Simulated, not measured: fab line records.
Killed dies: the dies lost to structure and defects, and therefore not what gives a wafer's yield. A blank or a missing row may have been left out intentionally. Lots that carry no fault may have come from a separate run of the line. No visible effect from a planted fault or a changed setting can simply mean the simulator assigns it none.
fab line records | flow nand-harc
record lots=6 wafers=18 last-day=33
route steps=1302 shown A_CHANNEL_FILL_D2@620 A_STAIRCASE@639 END@1302
lots that met no fault: taken from a fault-free run of the same line
start-h: the number of hours between the record's first day and the start of the first shown wafer of the lot | wait-h: hours since the lot's step before | " same as the row above | L1.1+2: one row covering several wafers at once | - either no value or no given start | * or withheld: withheld | < > ~ a bound
route shown NAME@n: names a module that has steps shown in the file, with the first one's number in the route | usual: mean and standard deviation over wafers with no fault | same: alike in all rows | chamber/n: place in a boat | sites: the reading at each site | _std_site: the values' standard deviation | _edge_site: outer sites' mean less inner sites' | radius-mm: for every site, how far away it sits from the centre of the wafer | mask NAME#n: copy n | behind: the last tool/chamber to shape the wafer | hold: why the lot was held/for how many hours/how that ended | device: names the non-switching transistor (n, p or np) | end of line: tests of these same wafers at the route's end | a step given without rows: its recipe and nothing more | killed: at the first sort, the dies lost to defects and structure; wafer yield is something else | map: shows each die of a wafer: x if killed, . if not, _ if none is there
set.NAME: setting as actually run; set.NAME@STEP: the setting as run at that earlier step | model.NAME: the simulator's own value behind a step, which no gauge read
certain route steps with their lots: each step a table, each wafer a row
services: from which hour (start-h, from the record's first day; less than 0 if before it) a tool's chamber was out of use, for how many hours, and why
## steps
# step NHARC_A_CHANNEL_FILL_D2_ETCHBACK_20
# recipe target-depth-a=270 time-s=13.5 c4f8-flow-sccm=withheld o2-flow-sccm=8 ar-flow-sccm=withheld rf-w=600 bias-w=1500 chemistry=C4F8/O2/Ar
# step NHARC_A_CHANNEL_FILL_D2_STRIP_28
# recipe time-s=20 o2-flow-sccm=500 ar-flow-sccm=0 bias-w=0 chemistry=O2
# step NHARC_A_CHANNEL_FILL_D2_PRECLEAN_21
# recipe time-s=30 chemistry=dHF
# step NHARC_A_CHANNEL_FILL_D2_SRD_23
# step NHARC_A_CHANNEL_FILL_D2_CVD_05
# recipe target-thk-a=50 temp-c=550 material=poly-Si
# step NHARC_A_CHANNEL_FILL_D2_ANNEAL_22
# recipe temp-c=620 time-s=7200
# step NHARC_A_CHANNEL_FILL_D2_ALD_25
# recipe target-thk-a=600 pulse-time-s=10 ald-cycles=600 temp-c=300 material=SiOx
# usual heater-power-w=493/69 precursor-pulse-height-rel=0.998/0.02
# columns lot.wafer tool chamber start-h wait-h heater-power-w precursor-pulse-height-rel
L988.1 ald-hk-03 1 333.78 0.7 543 1.038
L988.4 " 3 335.02 1.9 413 1.002
L988.5 " 1 336.27 3.2 544 1.029
L994.3 ald-hk-02 3 404.73 0.7 522 1.021
L994.5 " 2 406.56 2.5 386 0.997
L994.6 " 3 " " 521 1.023
L997.1 ald-hk-02 3 436.21 0.1 531 1.006
L997.4 " 0 " " 446 1.014
L997.2 " 1 " " 427 0.985
L106.4 ald-hk-02 2 520.71 0.0 399 1.006
L106.2 " 1 522.51 1.9 434 1.005
L106.6 " 3 523.71 3.0 513 0.983
L107.3 ald-hk-02 0 531.20 1.9 451 0.939
L107.6 " 1 " " 428 0.972
L107.5 " 2 " " 382 0.994
L110.3 ald-hk-03 1 565.09 1.3 541 1.013
L110.1 " 2 " " 554 0.999
L110.5 " 0 566.93 3.1 497 0.995
# step NHARC_A_CHANNEL_FILL_D2_ETCHBACK_08
# recipe target-depth-a=2200 time-s=110 c4f8-flow-sccm=20 ar-flow-sccm=withheld rf-w=600 bias-w=300 chemistry=C4F8
# step NHARC_A_CHANNEL_FILL_D2_STRIP_29
# recipe time-s=20 o2-flow-sccm=500 ar-flow-sccm=0 bias-w=0 chemistry=O2
# step NHARC_A_CHANNEL_FILL_D2_PRECLEAN_30
# recipe time-s=30 chemistry=dHF
# step NHARC_A_CHANNEL_FILL_D2_SRD_31
# step NHARC_A_CHANNEL_FILL_D2_CVD_09
# recipe target-thk-a=1500 temp-c=620 pressure-mtorr=200 time-s=3000 material=poly-Si
# usual spike-tc-lower-C=621.0/1 zone-power-bottom-pct=13.8/0.73 zone-power-top-pct=18.9/2.1 zone-power-upper-pct=9.17/0.11
# columns lot.wafer tool chamber start-h wait-h spike-tc-lower-C zone-power-bottom-pct zone-power-top-pct zone-power-upper-pct
L988.1 lpcvd-poly-01 0 341.31 1.9 621.7 12.9 21.3 9.21
L988.4 " 0 " " 621.5 12.6 21.1 8.94
L988.5 " 0 " " 621.0 12.8 21.1 9.09
L994.3 lpcvd-poly-03 0 413.70 3.8 621.8 14.6 17.1 9.16
L994.5 " 0 " " 622.1 14.4 16.9 9.28
L994.6 " 0 " " 620.9 14.3 17.2 9.27
L997.1 lpcvd-poly-02 0 444.54 2.4 621.5 13.1 20.9 9.25
L997.2 " 0 " " 619.9 13.0 21.0 9.20
L997.4 " 0 " " 620.5 13.3 21.2 9.18
L106.2 lpcvd-poly-03 0 528.72 2.3 623.2 14.4 16.7 9.27
L106.4 " 0 " " 619.9 14.5 17.1 9.24
L106.6 " 0 " " 620.0 14.7 16.8 9.36
L107.3 lpcvd-poly-03 0 537.42 2.3 621.7 14.3 16.6 9.16
L107.5 " 0 " " 620.8 14.5 17.0 9.41
L107.6 " 0 " " 621.1 14.5 17.2 9.12
L110.1 lpcvd-poly-02 0 572.10 2.4 619.7 13.2 20.9 9.06
L110.3 " 0 " " 620.4 13.3 21.1 9.14
L110.5 " 0 " " 618.7 13.2 21.3 9.13
# step NHARC_A_CHANNEL_FILL_D2_CMP_10
# recipe target-thk-nm=150
# step NHARC_A_CHANNEL_FILL_D2_SRD_12
# step NHARC_A_CHANNEL_FILL_D2_RTA_24
# recipe temp-c=1000 time-s=5
# step NHARC_A_STAIRCASE_DEP_156
# recipe target-thk-a=500 temp-c=400 target-thk-nm=50 flow-sccm=200 rf-w=450 material=SiNx
# step NHARC_A_STAIRCASE_DEHYDRATE_158
# recipe temp-c=150 time-s=120
# step NHARC_A_STAIRCASE_HMDS_159
# recipe time-s=30
# step NHARC_A_STAIRCASE_COAT_160
# recipe spin-rpm=1200
# step NHARC_A_STAIRCASE_SOFTBAKE_161
# recipe temp-c=135 time-s=170
# step NHARC_A_STAIRCASE_EBR_162
# step NHARC_A_STAIRCASE_EXPOSE_163
# recipe na=0.5 dose-mj=20.01 mask-id=STAIR_OPEN
# step NHARC_A_STAIRCASE_PEB_164
# recipe peb-temp-c=115 peb-time-s=130
# step NHARC_A_STAIRCASE_DEVELOP_165
# recipe time-s=140
# step NHARC_A_STAIRCASE_HARDBAKE_167
# recipe temp-c=120 time-s=140
# step NHARC_A_STAIRCASE_DESCUM_168
# recipe time-s=3 o2-flow-sccm=200 ar-flow-sccm=0 bias-power-w=0 chemistry=O2
# usual drypump-motor-current-A=5.7/0.45 mfc-ar-sccm=0.015/0.015 o2-flow-sccm=200.0/0.63 oes-product-au=1.000/0.0066 rf-vpp-V=57.9/0.93 showerhead-plenum-p-Torr=1.90/0.099 throttle-valve-pct=11.311/0.009
# columns lot.wafer tool chamber start-h wait-h drypump-motor-current-A mfc-ar-sccm o2-flow-sccm oes-product-au rf-hours-counter-h rf-vpp-V showerhead-plenum-p-Torr throttle-valve-pct
L988.4 rie-diel-12 1 346.18 - 5.4 0.015 199.2 1.004 24 57.3 2.07 11.300
L988.1 " 2 " " 6.3 0 199.5 0.991 26 55.5 1.82 11.315
L988.5 " 0 " " 5.7 0.030 199.4 0.997 - 57.6 2.00 11.304
L994.3 rie-diel-08 2 418.58 - 6.3 0.021 200.6 1.001 11 57.9 1.91 11.306
L994.5 " 3 " " 5.9 0.040 199.9 0.996 - 56.6 1.80 11.315
L994.6 " 0 " " 4.8 0 199.5 1.002 - 60.1 2.05 11.324
L997.2 rie-diel-11 1 449.41 - 5.4 0.039 199.5 1.004 2 59.1 1.97 11.305
L997.4 " 2 " " 6.4 0.011 200.7 1.009 2 58.7 2.08 11.304
L997.1 " 3 " " 5.3 0.015 200.4 1.000 1 57.7 1.80 11.324
L106.2 rie-diel-08 1 533.59 - 5.7 0 200.4 1.014 39 57.0 1.77 11.297
L106.6 " 0 " " 4.8 0 199.7 0.999 - 57.3 2.04 11.311
L106.4 " 1 " " 5.7 0 200.7 1.011 - 56.8 1.77 11.327
L107.3 rie-diel-12 1 542.45 - 5.4 0.015 199.9 0.994 25 58.6 2.05 11.311
L107.5 " 1 " " 5.4 0.015 199.9 0.998 - 58.6 2.05 11.321
L107.6 " 2 " " 6.3 0 200.5 0.996 - 57.0 1.80 11.306
L110.1 rie-diel-11 1 577.19 - 5.4 0.039 200.4 1.010 47 57.9 1.95 11.327
L110.3 " 3 " " 5.4 0.015 200.2 1.000 47 57.2 1.78 11.296
L110.5 " 0 " " 5.5 0 200.5 1.002 - 58.6 1.87 11.319
# step NHARC_A_STAIRCASE_ETCH_169
# recipe target-depth-a=500 time-s=107.1 ion-energy-ev=120 ch3f-flow-sccm=50 o2-flow-sccm=30 ar-flow-sccm=200 rf-w=500 bias-w=100 chemistry=CH3F/O2
# usual drypump-motor-current-A=5.8/0.47 mfc-ar-sccm=200.0/0.62 o2-flow-sccm=29.99/0.082 oes-product-au=0.962/0.017 rf-vpp-V=244.1/2 showerhead-plenum-p-Torr=2.44/0.13 throttle-valve-pct=20.663/0.009
# columns lot.wafer tool chamber start-h wait-h drypump-motor-current-A mfc-ar-sccm o2-flow-sccm oes-product-au rf-hours-counter-h rf-vpp-V showerhead-plenum-p-Torr throttle-valve-pct
L988.1 rie-diel-12 2 346.27 0.1 6.3 199.2 30.09 0.963 26 244.6 2.34 20.660
L988.4 " 3 " " 6.2 200.5 30.12 0.960 21 244.2 2.42 20.661
L988.5 " 0 " " 5.7 199.4 30.03 0.956 - 245.6 2.56 20.665
L994.3 rie-diel-08 0 418.65 0.1 4.9 199.7 30.00 0.958 12 245.9 2.63 20.682
L994.5 " 3 " " 5.9 198.8 29.85 0.965 - 243.2 2.32 20.658
L994.6 " 0 " " 4.9 199.0 29.91 0.960 - 246.5 2.63 20.668
L997.1 rie-diel-11 3 449.49 0.1 5.4 200.6 30.11 0.990 1 241.1 2.32 20.672
L997.4 " 0 " " 5.5 199.2 29.97 0.961 1 244.0 2.42 20.659
L997.2 " 1 " " 5.4 199.7 29.90 0.975 2 246.8 2.52 20.674
L106.2 rie-diel-08 1 533.70 0.1 5.7 200.6 30.11 0.972 39 242.9 2.28 20.659
L106.6 " 2 " " 6.3 199.8 29.87 0.963 - 244.2 2.44 20.659
L106.4 " 0 " " 4.9 199.3 30.00 0.970 - 246.1 2.62 20.653
L107.3 rie-diel-12 2 542.57 0.1 6.3 200.0 30.00 0.943 26 242.6 2.32 20.666
L107.6 " 0 " " 5.7 201.5 29.89 0.956 - 245.2 2.53 20.648
L107.5 " 1 " " 5.4 199.2 29.86 0.940 - 247.3 2.62 20.660
L110.3 rie-diel-11 3 577.27 0.1 5.4 200.1 30.01 0.970 47 241.7 2.30 20.661
L110.1 " 2 " " 6.4 200.6 29.87 0.984 47 246.8 2.64 20.643
L110.5 " 3 " " 5.4 199.5 29.96 0.980 - 241.0 2.30 20.667
# step NHARC_A_STAIRCASE_ETCH_170
# recipe target-depth-a=2000 time-s=66.667 ion-energy-ev=250 c4f6-flow-sccm=25 o2-flow-sccm=20 ar-flow-sccm=500 rf-w=600 bias-w=500 chemistry=C4F6/O2
# usual drypump-motor-current-A=5.8/0.49 mfc-ar-sccm=500.0/1.6 o2-flow-sccm=20.00/0.06 oes-product-au=0.974/0.013 rf-vpp-V=547/4.1 showerhead-plenum-p-Torr=3.91/0.19 throttle-valve-pct=26.903/0.0092
# columns lot.wafer tool chamber start-h wait-h drypump-motor-current-A mfc-ar-sccm o2-flow-sccm oes-product-au rf-hours-counter-h rf-vpp-V showerhead-plenum-p-Torr throttle-valve-pct
L988.1 rie-diel-12 0 - - 5.7 499.1 19.95 0.968 20 549 4.08 26.913
L988.4 " 1 " " 5.4 502.2 19.94 0.968 25 553 4.21 26.910
L988.5 " 3 " " 6.3 499.1 19.89 0.967 - 545 3.86 26.913
L994.3 rie-diel-08 3 - - 5.9 500.7 19.90 0.985 11 542 3.72 26.888
L994.6 " 2 " " 6.3 500.3 19.99 0.988 - 546 3.92 26.901
L994.5 " 3 " " 5.9 500.4 19.92 0.977 - 543 3.72 26.895
L997.2 rie-diel-11 3 - - 5.4 500.5 19.92 0.981 1 542 3.71 26.903
L997.4 " 0 " " 5.6 502.3 19.98 0.958 1 546 3.86 26.915
L997.1 " 2 " " 6.4 498.9 19.93 0.980 2 553 4.23 26.900
L106.2 rie-diel-08 1 - - 5.7 499.9 19.94 0.970 39 540 3.66 26.903
L106.4 " 2 " " 6.3 501.9 19.98 0.975 - 546 3.89 26.913
L106.6 " 0 " " 4.9 500.8 19.96 0.978 - 552 4.16 26.900
L107.3 rie-diel-12 1 - - 5.4 498.8 20.02 0.949 25 552 4.17 26.906
L107.5 " 0 " " 5.7 498.0 20.00 0.973 - 549 4.03 26.900
L107.6 " 1 " " 5.4 497.3 19.99 0.945 - 552 4.17 26.891
L110.3 rie-diel-11 2 - - 6.5 501.7 20.06 0.982 47 552 4.20 26.916
L110.1 " 3 " " 5.3 500.5 19.97 0.976 47 542 3.68 26.905
L110.5 " 2 " " 6.4 500.1 20.03 0.992 - 552 4.20 26.882
# step NHARC_A_STAIRCASE_STRIP_171
# recipe power-w=1500 temp-c=250 chemistry=O2
# usual drypump-motor-current-A=5.3/0.32 heater-power-w=333/22
# columns lot.wafer tool chamber start-h wait-h drypump-motor-current-A heater-power-w rf-hours-counter-h
L988.1 plasma-asher-01 0 346.54 - 5.7 314 31
L988.4 " 1 " " 4.6 314 -
L988.5 " 1 " " 4.7 314 -
L994.3 plasma-asher-02 0 418.98 - 5.4 335 -
L994.5 " 0 " " 5.4 327 -
L994.6 " 1 " " 5.4 359 -
L997.1 plasma-asher-01 1 449.72 - 4.7 316 13
L997.2 " 0 " " 5.7 308 13
L997.4 " 0 " " 5.7 324 -
L106.2 plasma-asher-02 1 533.93 - 5.4 355 18
L106.4 " 1 " " 5.4 349 -
L106.6 " 1 " " 5.4 358 -
L107.3 plasma-asher-01 0 542.93 - 5.7 314 -
L107.6 " 1 " " 4.7 311 -
L107.5 " 0 " " 5.7 317 -
L110.1 plasma-asher-02 1 577.62 - 5.4 365 27
L110.3 " 0 " " 5.4 322 -
L110.5 " 0 " " 5.4 327 -
# step NHARC_A_STAIRCASE_STRIP_172
# recipe time-s=900 temp-c=130 chemistry=SPM
# step NHARC_A_STAIRCASE_PRECLEAN_173
# recipe time-s=* temp-c=50 bath-age-min=0 chemistry=SC1
# step NHARC_A_STAIRCASE_SRD_174
# step NHARC_A_STAIRCASE_DEHYDRATE_01
# recipe temp-c=150 time-s=120
# step NHARC_A_STAIRCASE_HMDS_02
# recipe time-s=30
# step NHARC_A_STAIRCASE_COAT_03
# recipe spin-rpm=1200
# step NHARC_A_STAIRCASE_SOFTBAKE_04
# recipe temp-c=135 time-s=170
# step NHARC_A_STAIRCASE_EBR_05
# step NHARC_END_SORT_01
# recipe temp-c=25
# usual killed-at-array=55/17 killed-at-other=1.1/1.4 killed-at-periphery=3.9/3 killed-dies=59/17 killed-open=3.5/2 killed-short=2.6/1.6
# same gross-dies=677
# columns lot.wafer tool chamber start-h wait-h killed-at-array killed-at-other killed-at-periphery killed-dies killed-open killed-short
L994.3 prober-02 0 636.75 3.1 41 0 1 42 2 3
L994.5 prober-02 0 638.36 3.7 38 0 4 42 6 3
L994.6 prober-02 0 639.17 4.0 35 1 2 38 0 5
L106.2 prober-02 0 737.91 2.8 161 1 8 170 3 5
L106.4 prober-02 0 739.54 3.4 136 0 9 145 3 0
L106.6 prober-02 0 741.17 4.1 144 0 6 150 3 3
L107.3 prober-01 0 766.01 3.1 147 0 2 149 5 3
L107.5 prober-01 0 767.65 3.8 157 0 4 161 1 2
L107.6 prober-01 0 768.46 4.1 170 0 2 172 2 3
# killed by level:class
L994.3 A_CHANNEL_HOLE_D2:chamber-film-flake=15 A_CHANNEL_HOLE_D1:chamber-film-flake=8 A_STAIRCASE:chamber-film-flake=4 A_CHANNEL_FILL_D2:chamber-film-flake=3 A_WL_FILL:chamber-film-flake=2 A_CONTACT:chamber-film-flake=2 A_ONON_D1:geometric-particle:short=1 A_CHANNEL_FILL_D1:geometric-particle:short=1
L994.5 A_CHANNEL_HOLE_D2:chamber-film-flake=17 A_CHANNEL_HOLE_D1:chamber-film-flake=3 A_STAIRCASE:chamber-film-flake=3 A_CHANNEL_FILL_D2:chamber-film-flake=3 A_SLIT:chamber-film-flake=2 P_STI:geometric-particle:open=1 P_M2:geometric-particle:open=1 A_CHANNEL_FILL_D1:geometric-particle:short=1
L994.6 A_CHANNEL_HOLE_D2:chamber-film-flake=16 A_CHANNEL_FILL_D2:chamber-film-flake=4 A_STAIRCASE:chamber-film-flake=3 A_ZERO_WELL:chamber-film-flake=2 A_CHANNEL_HOLE_D1:chamber-film-flake=2 A_CONTACT:chamber-film-flake=2 A_ONON_D1:geometric-particle:short=1 A_CHANNEL_HOLE_D1:geometric-particle:short=1
L106.2 A_CHANNEL_FILL_D2:unspecified=92 A_SLIT:chamber-film-flake=32 A_CHANNEL_HOLE_D1:chamber-film-flake=27 A_WL_FILL:geometric-particle:short=3 P_M2:chamber-film-flake=3 A_WL_FILL:chamber-film-flake=3 P_GATE:chamber-film-flake=2 P_CONTACT:chamber-film-flake=2
L106.4 A_CHANNEL_FILL_D2:unspecified=90 A_SLIT:chamber-film-flake=25 A_CHANNEL_HOLE_D1:chamber-film-flake=16 P_CONTACT:chamber-film-flake=6 A_STAIRCASE:chamber-film-flake=2 P_GATE:geometric-particle:open=1 A_DECK1_JOINT:geometric-particle:open=1 A_SLIT:geometric-particle:open=1
L106.6 A_CHANNEL_FILL_D2:unspecified=91 A_SLIT:chamber-film-flake=28 A_CHANNEL_HOLE_D1:chamber-film-flake=12 A_STAIRCASE:chamber-film-flake=5 A_CONTACT:chamber-film-flake=2 P_GATE:geometric-particle:open=1 A_ONON_D1:geometric-particle:open=1 A_ONON_D2:geometric-particle:short=1
L107.3 A_CHANNEL_FILL_D2:unspecified=92 A_SLIT:chamber-film-flake=23 A_CHANNEL_HOLE_D2:chamber-film-flake=15 A_CHANNEL_HOLE_D1:chamber-film-flake=4 A_CONTACT:chamber-film-flake=3 A_WL_FILL:chamber-film-flake=3 A_WL_FILL:geometric-particle:open=2 P_M2:geometric-particle:short=1
L107.5 A_CHANNEL_FILL_D2:unspecified=83 A_SLIT:chamber-film-flake=28 A_CHANNEL_HOLE_D2:chamber-film-flake=23 A_CHANNEL_HOLE_D1:chamber-film-flake=8 A_CONTACT:chamber-film-flake=6 A_STAIRCASE:chamber-film-flake=3 P_CONTACT:geometric-particle:open=1 A_WL_FILL:geometric-particle:short=1
L107.6 A_CHANNEL_FILL_D2:unspecified=101 A_SLIT:chamber-film-flake=26 A_CHANNEL_HOLE_D2:chamber-film-flake=21 A_CHANNEL_HOLE_D1:chamber-film-flake=11 A_CONTACT:chamber-film-flake=2 A_SOURCE_PLATE:geometric-particle:short=1 A_CHANNEL_FILL_D1:geometric-particle:short=1 A_DECK1_JOINT:geometric-particle:short=1
# map L106.2 (x killed, . not)
____________x____________
_________xxxx..._________
_______xxxx...x..._______
______.xxxxxxx.....______
_____xx..xxxx......._____
____.x....x.x........____
____....x.x..........____
___.....xx......x.....___
___...............x.x.___
__................xxxx.__
__..x.....x......xxxxxx__
_................xxxxxxx_
_...............xxxxxxxx_
_..............xxxxxxxxx_
_..............xxxxxxxxx_
_..............xxxxxxxxx_
.................xxxxxxxx
.................xxxxxxxx
...............x.xxxxxxx.
................xxxxxxxxx
........x........xxx.xxxx
_....x......x...xx..x.x._
_.......x.......xxxxx..._
_..............xxxxx...._
_...x..........x.xxxx..._
_.............x.xxx.x..._
__........x..xxxx.xx...__
__..............xx.x...__
___...................___
___..x...........x....___
____..........x......____
____.................____
_____......x........_____
______.............______
_______..........._______
_________......._________
____________.____________
# map L107.6 (x killed, . not)
____________.____________
_________......._________
_______..........._______
______.............______
_____..............._____
____................x____
____...............x.____
___...................___
___.......x.........xx___
__.x.............xxxxx.__
__................xxxxx__
_..x.............xxxxxxx_
_...x...........xxxxxxxx_
_.xxxx.........x.xxxxxxx_
_xxxxx.........x.xxxxxxx_
_xx.xxx.......xxxxxxxxxx_
.xxxxxxx........xxxxxxxxx
xxxxxx.x....x...xxxxxxxx.
..xxxxx..........xxxxxxxx
...xx.x.........xxxxxxxx.
.xxxxx...........xxxxxxx.
_..xxx..........x..xx.xx_
_x...............xxx..xx_
_.................x.x.x._
_..x..............x....._
_............x...xxx...x_
__...............xx....__
__...............xxx..x__
___...................___
___x..................___
____.................____
____.................____
_____..............._____
______.............______
_______..........._______
_________......._________
____________.____________
## services
# columns tool chamber start-h hours kind
rie-diel-08 0 329.57 12.2 repair
rie-diel-08 3 331.33 9.0 repair
rie-diel-08 1 334.13 9.5 repair
plasma-asher-01 - 355.47 9.0 pm
ald-hk-02 - 356.61 10.0 pm
rie-diel-08 - 370.64 9.0 pm
lpcvd-poly-03 - 386.00 26.0 pm
rie-diel-08 1 406.95 5.1 repair
plasma-asher-01 - 423.24 13.8 repair
plasma-asher-02 - 426.40 9.0 pm
rie-diel-11 - 434.40 9.0 pm
plasma-asher-02 - 446.19 20.3 repair
rie-diel-12 - 449.15 9.0 pm
rie-diel-11 - 463.21 0.6 repair
rie-diel-12 - 471.86 0.6 repair
lpcvd-poly-03 - 475.06 4.2 repair
rie-diel-11 2 480.29 8.2 repair
rie-diel-12 1 495.04 11.0 repair
rie-diel-08 1 498.58 30.5 repair
plasma-asher-01 - 510.41 3.6 repair
plasma-asher-01 - 532.47 9.0 pm
ald-hk-02 - 534.61 10.0 pm
rie-diel-08 - 547.64 9.0 pm
plasma-asher-02 - 565.94 0.6 repair
## key
first-sign step=NHARC_END_SORT_01 reading=killed-at-array direction=up sigmas=5.8 usual=55 struck=152
effect step=NHARC_END_SORT_01 reading=killed-dies direction=up sigmas=5.8 usual=59 struck=158
more-kills-born-at NHARC_A_CHANNEL_FILL_D2_CVD_09@lpcvd-poly-03=548
met-at NHARC_A_CHANNEL_FILL_D2_CVD_09
struck-wafers L106.2,L106.4,L106.6,L107.3,L107.5,L107.6
tester-left-out L106,L107
onset-between 413.70 528.72
also-fits NHARC_A_CHANNEL_FILL_D2_ALD_25:ald-hk-02
earlier-fault kind=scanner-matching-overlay tool=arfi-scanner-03 chamber=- onset-h=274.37 steps=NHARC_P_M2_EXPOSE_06 offset=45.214
fault kind=chamber-particle-source tool=lpcvd-poly-03 chamber=- onset-h=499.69 steps=NHARC_A_CHANNEL_FILL_D2_CVD_09 rate-per-visit-cm2=1.3603
# tester-left-out: of these lots the tester's yield and bins aren't shown, on N5 and GAA mostly nor the transistor test; their killed dies are dies lost to structure and defects alone, not to doping, threshold or leakage, so they don't give the yield
